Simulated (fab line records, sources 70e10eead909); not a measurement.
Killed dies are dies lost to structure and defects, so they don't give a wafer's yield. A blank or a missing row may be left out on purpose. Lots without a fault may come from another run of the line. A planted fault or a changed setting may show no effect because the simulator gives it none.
Chamber matching | flow nand_harc | NHARC_A_STAIRCASE_STRIP_476 on rie_diel-11: 4 sister chambers
The step strips in O2, time 20 s. 8 wafers are shown with their chamber, then 11 later ones without.

WAFERS WITH THEIR CHAMBER
wafer  | chamber | drypump_motor_current_A (A) | showerhead_plenum_p_Torr (Torr)
L081.2 | 1       | 6.1                         | 3.80
L081.4 | 2       | 5.5                         | 3.77
L082.5 | 3       | 5.9                         | 3.44
L082.6 | 0       | 6.2                         | 3.73
L083.1 | 0       | 6.2                         | 3.72
L083.4 | 2       | 5.4                         | 3.77
L083.6 | 1       | 6.1                         | 3.80
L088.1 | 3       | 5.9                         | 3.44

WAFERS WITHOUT THEIR CHAMBER
wafer  | drypump_motor_current_A (A) | showerhead_plenum_p_Torr (Torr)
L088.4 | 6.1                         | 3.79
L088.5 | 6.1                         | 3.79
L089.1 | 6.1                         | 3.79
L089.2 | 6.3                         | 3.72
L089.5 | 6.1                         | 3.79
L092.1 | 5.9                         | 3.43
L092.2 | 6.3                         | 3.71
L092.3 | 6.1                         | 3.78
L094.1 | 5.5                         | 3.75
L094.4 | 6.2                         | 3.71
L094.5 | 5.9                         | 3.43

WHICH CHAMBER EACH WENT THROUGH
wafer  | from the rows above | in truth
L088.4 | 1                   | 1
L088.5 | 1                   | 1
L089.1 | 1                   | 1
L089.2 | 0                   | 0
L089.5 | 1                   | 1
L092.1 | 3                   | 3
L092.2 | 0                   | 0
L092.3 | 1                   | 1
L094.1 | 2                   | 2
L094.4 | 0                   | 0
L094.5 | 3                   | 3
Placed correctly: 11 of 11. Can't be placed from these rows: 0. Placed wrongly: 0.
How it was worked out, from the rows above alone: a wafer's distance from a chamber is the root of the sum, over the readings, of the square of ((its reading less the chamber's mean) divided by the reading's scatter). The wafer belongs to the nearest chamber; if the next one is less than 2 further off, it can't be placed. A chamber's mean is the mean of its shown wafers. The scatter: the root of (the sum of the squares of (reading less its chamber's mean) over the shown wafers, divided by (wafers less chambers)).
